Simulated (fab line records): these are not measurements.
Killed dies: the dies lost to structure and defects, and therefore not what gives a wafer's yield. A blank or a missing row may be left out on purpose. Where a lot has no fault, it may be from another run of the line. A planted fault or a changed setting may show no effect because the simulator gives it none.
Chamber matching	flow n5-finfet	pecvd-03 running N5_BEOL_M1_ILD_DEP_00: 3 sister chambers
The step deposits SiOC from DEMS/O2, target thk 79 nm, time 15.3 s. 3 wafers are shown with their chamber, then 9 later ones without.

## WAFERS PAIRED WITH THEIR CHAMBERS
wafer	chamber	throttle-valve-pct (%)
L092.1	0	12.3
L092.4	2	11.2
L092.6	1	12.3

## WAFERS MISSING THEIR CHAMBER
wafer	throttle-valve-pct (%)
L093.1	12.7
L093.3	12.3
L093.5	11.3
L094.1	11.2
L094.2	12.2
L094.5	10.7
L097.2	12.5
L097.3	11.2
L097.6	11.1

## EACH ONE'S CHAMBER
wafer	from the rows above	in truth
L093.1	can't be placed: 0 or 1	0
L093.3	can't be placed: 0 or 1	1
L093.5	2	2
L094.1	2	2
L094.2	can't be placed: 0 or 1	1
L094.5	2	2
L097.2	can't be placed: 0 or 1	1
L097.3	2	2
L097.6	2	2
Placed correctly: 5 of 9. Not placeable from these rows: 4 (in 4, the candidates include the true chamber). Number placed wrongly: 0.
How it was worked out, from the rows above alone: a wafer's distance from a chamber is the root of the sum, over the readings, of the square of ((its reading less the chamber's mean) divided by the reading's scatter). The wafer belongs to the nearest chamber; if the next one is less than 2 further off, it can't be placed. A chamber's mean is the mean of its shown wafers. The scatter: root of mean squared gap, hidden wafer to nearest shown wafer, with one shown wafer a chamber.
